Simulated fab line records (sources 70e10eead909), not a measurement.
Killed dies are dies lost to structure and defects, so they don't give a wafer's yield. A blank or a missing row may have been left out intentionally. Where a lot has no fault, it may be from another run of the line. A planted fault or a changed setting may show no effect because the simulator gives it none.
Which tool did it? -- flow nand-harc -- 24 lots, 72 wafers sampled, at 6 steps of a route of 1159

== WHAT THE GAUGES SHOWED, per wafer ==
The record lacks any reading of a measuring or inspecting step that a usual standard deviation could be used to judge.

== EACH LOT AND THE TOOL THAT RAN IT (in order: tool; ch and the chambers of the sampled wafers; start) ==
lot,NHARC_A_STAIRCASE_ETCH_225,NHARC_A_STAIRCASE_TRIM_231,NHARC_A_STAIRCASE_ETCH_236,NHARC_A_STAIRCASE_DEP_301,NHARC_A_STAIRCASE_ETCHBACK_416,NHARC_A_STAIRCASE_STRIP_446
L074,"rie-diel-08 ch 2,3, day 11 22:54 or earlier","rie-diel-01 ch 0,2,3, day 11 22:54 or earlier","rie-diel-01 ch 2,3, day 11 22:54 or earlier","pecvd-01 ch 0,2, day 11 22:54","rie-diel-08 ch 0,1,2, day 13 19:52 or earlier","plasma-asher-02 ch 0,1, day 13 19:52"
L075,"rie-diel-08 ch 2,3, day 12 00:44 or earlier","rie-diel-08 ch 0,2,3, day 12 00:44 or earlier","rie-diel-08 ch 0,1,2, day 12 00:44 or earlier","pecvd-01 ch 0,2, day 12 00:44","rie-diel-08 ch 1,2, day 13 19:37 or earlier","plasma-asher-02 ch 0,1, day 13 19:37"
L077,"rie-diel-03 ch 0,1,3, day 12 03:01 or earlier","rie-diel-08 ch 0,1,3, day 12 03:01 or earlier","rie-diel-08 ch 1,2,3, day 12 03:01 or earlier","pecvd-01 ch 0,1,2, day 12 03:01","rie-diel-08 ch 0,1,3, day 14 00:39 or earlier","plasma-asher-01 ch 0,1, day 14 00:39"
L076,"rie-diel-08 ch 0,3, day 12 08:34 or earlier","rie-diel-08 ch 0,1,2, day 12 08:34 or earlier","rie-diel-08 ch 1,2,3, day 12 08:34 or earlier","pecvd-03 ch 0,2, day 12 08:34","rie-diel-03 ch 0,2,3, day 14 05:18 or earlier","plasma-asher-02 ch 0,1, day 14 05:18"
L078,"rie-diel-08 ch 0,2, day 12 10:05 or earlier","rie-diel-08 ch 0,1,3, day 12 10:05 or earlier","rie-diel-08 ch 0,3, day 12 10:05 or earlier","pecvd-01 ch 0,2, day 12 10:05","rie-diel-03 ch 1,2,3, day 14 05:35 or earlier","plasma-asher-02 ch 0, day 14 05:35"
L079,"rie-diel-01 ch 0,1,2, day 12 11:54 or earlier","rie-diel-08 ch 0,1,2, day 12 11:54 or earlier","rie-diel-08 ch 1,2, day 12 11:54 or earlier","pecvd-02 ch 0,1, day 12 11:54","rie-diel-01 ch 1,2,3, day 14 05:31 or earlier","plasma-asher-01 ch 0,1, day 14 05:31"
L080,"rie-diel-08 ch 0,1,2, day 13 11:28 or earlier","rie-diel-03 ch 1,2,3, day 13 11:28 or earlier","rie-diel-03 ch 1,2,3, day 13 11:28 or earlier","pecvd-02 ch 0,1,2, day 13 11:28","rie-diel-03 ch 1,2,3, day 15 11:02 or earlier","plasma-asher-01 ch 0,1, day 15 11:02"
L082,"rie-diel-03 ch 2,3, day 13 23:35 or earlier","rie-diel-03 ch 0,2,3, day 13 23:35 or earlier","rie-diel-03 ch 1,2, day 13 23:35 or earlier","pecvd-03 ch 1,2, day 13 23:35","rie-diel-01 ch 0,1,2, day 16 00:24 or earlier","plasma-asher-01 ch 0,1, day 16 00:24"
L081,"rie-diel-01 ch 1,2, day 13 21:52 or earlier","rie-diel-03 ch 1,2, day 13 21:52 or earlier","rie-diel-03 ch 0,1,2, day 13 21:52 or earlier","pecvd-03 ch 1,2, day 13 21:52","rie-diel-01 ch 0,1,3, day 15 22:40 or earlier","plasma-asher-01 ch 0,1, day 15 22:40"
L084,"rie-diel-08 ch 0,1,3, day 14 01:26 or earlier","rie-diel-03 ch 2,3, day 14 01:26 or earlier","rie-diel-03 ch 0,3, day 14 01:26 or earlier","pecvd-03 ch 0,1,2, day 14 01:26","rie-diel-03 ch 1,2,3, day 16 00:10 or earlier","plasma-asher-02 ch 0,1, day 16 00:10"
L083,"rie-diel-01 ch 0,3, day 14 02:52 or earlier","rie-diel-01 ch 0,1,2, day 14 02:52 or earlier","rie-diel-01 ch 2,3, day 14 02:52 or earlier","pecvd-01 ch 0,1, day 14 02:52","rie-diel-01 ch 1,2, day 15 22:40 or earlier","plasma-asher-02 ch 0,1, day 15 22:40"
L089,"rie-diel-03 ch 1,2, day 14 21:24 or earlier","rie-diel-08 ch 0,3, day 14 21:24 or earlier","rie-diel-08 ch 0,2,3, day 14 21:24 or earlier","pecvd-03 ch 0,1, day 14 21:24","rie-diel-01 ch 1,2, day 16 23:25 or earlier","plasma-asher-02 ch 0,1, day 16 23:25"
L085,"rie-diel-08 ch 0,1,3, day 14 21:54 or earlier","rie-diel-08 ch 0,1,3, day 14 21:54 or earlier","rie-diel-08 ch 0,1,3, day 14 21:54 or earlier","pecvd-01 ch 0,1,2, day 14 21:54","rie-diel-01 ch 0,1,3, day 16 21:52 or earlier","plasma-asher-02 ch 0,1, day 16 21:52"
L086,"rie-diel-03 ch 1,2,3, day 15 01:53 or earlier","rie-diel-08 ch 1,2, day 15 01:53 or earlier","rie-diel-08 ch 0,1,3, day 15 01:53 or earlier","pecvd-01 ch 0,1, day 15 01:53","rie-diel-03 ch 1,3, day 16 22:11 or earlier","plasma-asher-02 ch 0, day 16 22:11"
L087,"rie-diel-08 ch 1,2, day 15 03:29 or earlier","rie-diel-03 ch 2,3, day 15 03:29 or earlier","rie-diel-03 ch 0,1,3, day 15 03:29 or earlier","pecvd-03 ch 0,1, day 15 03:29","rie-diel-01 ch 0,3, day 16 22:02 or earlier","plasma-asher-01 ch 0,1, day 16 22:02"
L088,"rie-diel-03 ch 0,1,3, day 15 07:48 or earlier","rie-diel-08 ch 2,3, day 15 07:48 or earlier","rie-diel-08 ch 0,2,3, day 15 07:48 or earlier","pecvd-03 ch 0,1,2, day 15 07:48","rie-diel-01 ch 0,1,3, day 17 10:04 or earlier","plasma-asher-02 ch 0,1, day 17 10:04"
L090,"rie-diel-03 ch 0,1,3, day 15 16:19 or earlier","rie-diel-01 ch 1,3, day 15 16:19 or earlier","rie-diel-01 ch 0,1, day 15 16:19 or earlier","pecvd-02 ch 0,1, day 15 16:19","rie-diel-01 ch 0,3, day 17 15:52 or earlier","plasma-asher-01 ch 0,1, day 17 15:52"
L091,"rie-diel-03 ch 1,2,3, day 15 21:19 or earlier","rie-diel-03 ch 1,2,3, day 15 21:19 or earlier","rie-diel-03 ch 0,1,3, day 15 21:19 or earlier","pecvd-02 ch 0,1,2, day 15 21:19","rie-diel-08 ch 0,1,2, day 17 20:05 or earlier","plasma-asher-02 ch 0,1, day 17 20:05"
L092,"rie-diel-03 ch 0,1,3, day 16 12:45 or earlier","rie-diel-08 ch 2,3, day 16 12:45 or earlier","rie-diel-08 ch 1,2,3, day 16 12:45 or earlier","pecvd-02 ch 0,1,2, day 16 12:45","rie-diel-08 ch 0,3, day 18 15:17 or earlier","plasma-asher-02 ch 0,1, day 18 15:17"
L094,"rie-diel-08 ch 0,2,3, day 17 02:47 or earlier","rie-diel-08 ch 0,1,2, day 17 02:47 or earlier","rie-diel-08 ch 0,1,2, day 17 02:47 or earlier","pecvd-01 ch 0,1,2, day 17 02:47","rie-diel-01 ch 0,2,3, day 19 01:04 or earlier","plasma-asher-02 ch 0,1, day 19 01:04"
L093,"rie-diel-08 ch 2,3, day 17 04:24 or earlier","rie-diel-01 ch 1,2,3, day 17 04:24 or earlier","rie-diel-01 ch 1,2,3, day 17 04:24 or earlier","pecvd-02 ch 0,2, day 17 04:24","rie-diel-01 ch 0,1,3, day 19 01:23 or earlier","plasma-asher-01 ch 0,1, day 19 01:23"
L095,"rie-diel-03 ch 1,3, day 17 06:25 or earlier","rie-diel-08 ch 0,3, day 17 06:25 or earlier","rie-diel-08 ch 0,2,3, day 17 06:25 or earlier","pecvd-01 ch 0,2, day 17 06:25","rie-diel-08 ch 0,2,3, day 19 07:28 or earlier","plasma-asher-01 ch 0,1, day 19 07:28"
L096,"rie-diel-01 ch 1,2,3, day 17 08:09 or earlier","rie-diel-01 ch 1,2,3, day 17 08:09 or earlier","rie-diel-01 ch 0,1,2, day 17 08:09 or earlier","pecvd-02 ch 0,1, day 17 08:09","rie-diel-08 ch 0,1,3, day 19 07:11 or earlier","plasma-asher-01 ch 0,1, day 19 07:11"
L097,"rie-diel-01 ch 0,1,3, day 17 21:55 or earlier","rie-diel-08 ch 0,1,2, day 17 21:55 or earlier","rie-diel-08 ch 1,3, day 17 21:55 or earlier","pecvd-01 ch 0,1, day 17 21:55","rie-diel-08 ch 1,2,3, day 19 23:13 or earlier","plasma-asher-02 ch 0,1, day 19 23:13"
- NHARC_A_STAIRCASE_ETCH_225: etches the open film in C4F8/O2, target depth 100 nm, time 40.5 s.
- NHARC_A_STAIRCASE_TRIM_231: chemistry O2, time 211.2 s.
- NHARC_A_STAIRCASE_ETCH_236: etches the open film in C4F8/O2, target depth 100 nm, time 40.5 s.
- NHARC_A_STAIRCASE_DEP_301: deposits SiON, target thk 30 nm.
- NHARC_A_STAIRCASE_ETCHBACK_416: etches the open film in C4F8/O2/Ar, target depth 36 nm, time 7.2 s.
- NHARC_A_STAIRCASE_STRIP_446: strips in O2.

== WHAT THE TOOLS THEMSELVES READ (means of the sampled wafers that have a number; where no wafer has one, the mark that the record gives instead) ==
NHARC_A_STAIRCASE_ETCH_225.
lot,tool,oes-product-au (a.u.),rf-vpp-V (V)
L074,rie-diel-08,0.948,894
L075,rie-diel-08,0.951,896
L077,rie-diel-03,0.939,895
L076,rie-diel-08,0.960,894
L078,rie-diel-08,0.947,897
L079,rie-diel-01,0.935,898
L080,rie-diel-08,0.953,895
L082,rie-diel-03,0.951,898
L081,rie-diel-01,0.921,904
L084,rie-diel-08,0.953,893
L083,rie-diel-01,0.930,896
L089,rie-diel-03,0.951,897
L085,rie-diel-08,0.956,893
L086,rie-diel-03,0.946,896
L087,rie-diel-08,0.963,895
L088,rie-diel-03,0.944,895
L090,rie-diel-03,0.945,894
L091,rie-diel-03,0.937,895
L092,rie-diel-03,0.939,895
L094,rie-diel-08,0.956,895
L093,rie-diel-08,0.965,892
L095,rie-diel-03,0.940,893
L096,rie-diel-01,0.936,902
L097,rie-diel-01,0.926,903

NHARC_A_STAIRCASE_TRIM_231.
lot,tool,drypump-motor-current-A (A),oes-product-au (a.u.),rf-vpp-V (V),showerhead-plenum-p-Torr (Torr),throttle-valve-pct (%)
L074,rie-diel-01,5.7,0.991,58.1,3.57,17.038
L075,rie-diel-08,6.3,1.018,57.2,3.50,17.037
L077,rie-diel-08,6.2,1.019,57.9,3.45,17.042
L076,rie-diel-08,6.2,1.005,58.0,3.52,17.030
L078,rie-diel-08,6.3,1.009,56.9,3.45,17.037
L079,rie-diel-08,6.2,1.006,57.3,3.52,17.043
L080,rie-diel-03,5.6,0.999,57.6,3.51,17.039
L082,rie-diel-03,5.6,0.999,58.4,3.57,17.038
L081,rie-diel-03,5.6,0.997,57.1,3.49,17.040
L084,rie-diel-03,5.6,0.991,56.9,3.53,17.041
L083,rie-diel-01,5.8,0.987,57.1,3.59,17.033
L089,rie-diel-08,6.3,1.030,57.9,3.47,17.042
L085,rie-diel-08,6.3,1.016,58.2,3.44,17.038
L086,rie-diel-08,6.2,1.007,57.8,3.53,17.031
L087,rie-diel-03,5.5,1.002,58.4,3.57,17.036
L088,rie-diel-08,6.3,1.022,58.2,3.51,17.049
L090,rie-diel-01,5.1,0.984,58.6,3.70,17.038
L091,rie-diel-03,5.6,1.001,57.8,3.50,17.038
L092,rie-diel-08,6.4,1.028,56.8,3.43,17.028
L094,rie-diel-08,6.2,1.005,58.2,3.50,17.031
L093,rie-diel-01,5.5,0.987,58.0,3.71,17.044
L095,rie-diel-08,6.4,1.028,58.1,3.41,17.032
L096,rie-diel-01,5.5,0.998,57.5,3.71,17.041
L097,rie-diel-08,6.2,1.010,57.3,3.50,17.049

NHARC_A_STAIRCASE_ETCH_236.
lot,tool,oes-product-au (a.u.),rf-vpp-V (V)
L074,rie-diel-01,0.919,902
L075,rie-diel-08,0.947,896
L077,rie-diel-08,0.959,894
L076,rie-diel-08,0.949,894
L078,rie-diel-08,0.967,892
L079,rie-diel-08,0.937,896
L080,rie-diel-03,0.948,896
L082,rie-diel-03,0.938,896
L081,rie-diel-03,0.948,897
L084,rie-diel-03,0.948,898
L083,rie-diel-01,0.943,902
L089,rie-diel-08,0.962,894
L085,rie-diel-08,0.959,892
L086,rie-diel-08,0.953,893
L087,rie-diel-03,0.945,896
L088,rie-diel-08,0.964,895
L090,rie-diel-01,0.942,905
L091,rie-diel-03,0.942,894
L092,rie-diel-08,0.958,893
L094,rie-diel-08,0.958,895
L093,rie-diel-01,0.938,903
L095,rie-diel-08,0.957,895
L096,rie-diel-01,0.930,903
L097,rie-diel-08,0.957,890

NHARC_A_STAIRCASE_DEP_301.
lot,tool,heater-power-w (W)
L074,pecvd-01,771
L075,pecvd-01,809
L077,pecvd-01,703
L076,pecvd-03,749
L078,pecvd-01,772
L079,pecvd-02,653
L080,pecvd-02,697
L082,pecvd-03,705
L081,pecvd-03,734
L084,pecvd-03,751
L083,pecvd-01,686
L089,pecvd-03,729
L085,pecvd-01,741
L086,pecvd-01,676
L087,pecvd-03,719
L088,pecvd-03,765
L090,pecvd-02,639
L091,pecvd-02,728
L092,pecvd-02,670
L094,pecvd-01,703
L093,pecvd-02,746
L095,pecvd-01,723
L096,pecvd-02,691
L097,pecvd-01,705

NHARC_A_STAIRCASE_ETCHBACK_416.
lot,tool,oes-product-au (a.u.),rf-vpp-V (V)
L074,rie-diel-08,0.938,723
L075,rie-diel-08,0.926,723
L077,rie-diel-08,0.942,721
L076,rie-diel-03,0.920,725
L078,rie-diel-03,1.002,724
L079,rie-diel-01,0.915,729
L080,rie-diel-03,0.915,722
L082,rie-diel-01,0.916,724
L081,rie-diel-01,0.918,724
L084,rie-diel-03,0.923,722
L083,rie-diel-01,0.919,730
L089,rie-diel-01,0.992,730
L085,rie-diel-01,0.920,730
L086,rie-diel-03,0.913,720
L087,rie-diel-01,0.979,728
L088,rie-diel-01,0.995,729
L090,rie-diel-01,0.916,729
L091,rie-diel-08,0.930,723
L092,rie-diel-08,0.947,719
L094,rie-diel-01,0.915,729
L093,rie-diel-01,0.921,730
L095,rie-diel-08,0.939,721
L096,rie-diel-08,0.939,720
L097,rie-diel-08,0.938,721

NHARC_A_STAIRCASE_STRIP_446.
lot,tool,drypump-motor-current-A (A),heater-power-w (W)
L074,plasma-asher-02,5.80,334
L075,plasma-asher-02,5.56,361
L077,plasma-asher-01,5.52,319
L076,plasma-asher-02,5.56,362
L078,plasma-asher-02,5.35,393
L079,plasma-asher-01,5.63,352
L080,plasma-asher-01,5.46,319
L082,plasma-asher-01,5.64,358
L081,plasma-asher-01,5.63,354
L084,plasma-asher-02,5.79,342
L083,plasma-asher-02,5.56,368
L089,plasma-asher-02,5.79,356
L085,plasma-asher-02,5.57,385
L086,plasma-asher-02,5.35,409
L087,plasma-asher-01,5.51,320
L088,plasma-asher-02,5.58,383
L090,plasma-asher-01,5.63,351
L091,plasma-asher-02,5.79,348
L092,plasma-asher-02,5.78,355
L094,plasma-asher-02,5.57,383
L093,plasma-asher-01,5.49,318
L095,plasma-asher-01,5.62,354
L096,plasma-asher-01,5.60,351
L097,plasma-asher-02,5.56,391

== THE ANSWER, worked out from the rows above alone ==
Rule: the lots themselves supply what counts as usual. Put in order of their means at a reading, lots are off if they are a third of the lots or fewer, leave a main group of 4 or more, and stand apart from it by a gap of 3 or more times the standard deviation of the main group's means; of several such gaps the widest counts. Not used: any main group whose means are identical at the precision the tables above print for the reading. Also off: a lot with no number at a reading for which 4 or more lots have one. Any other lot the step has rows for is counted as sound. The gauges are gone through in route order, then the tools' own readings, and for those a lot's mean is taken as printed above. The first step at which some lot is off is used, and at that step the reading that is off furthest; a lot without a number counts as furthest.
Across all readings shown, no lot is off: no conclusion can be drawn from this.

== WHAT THE SIMULATOR PUT IN ==
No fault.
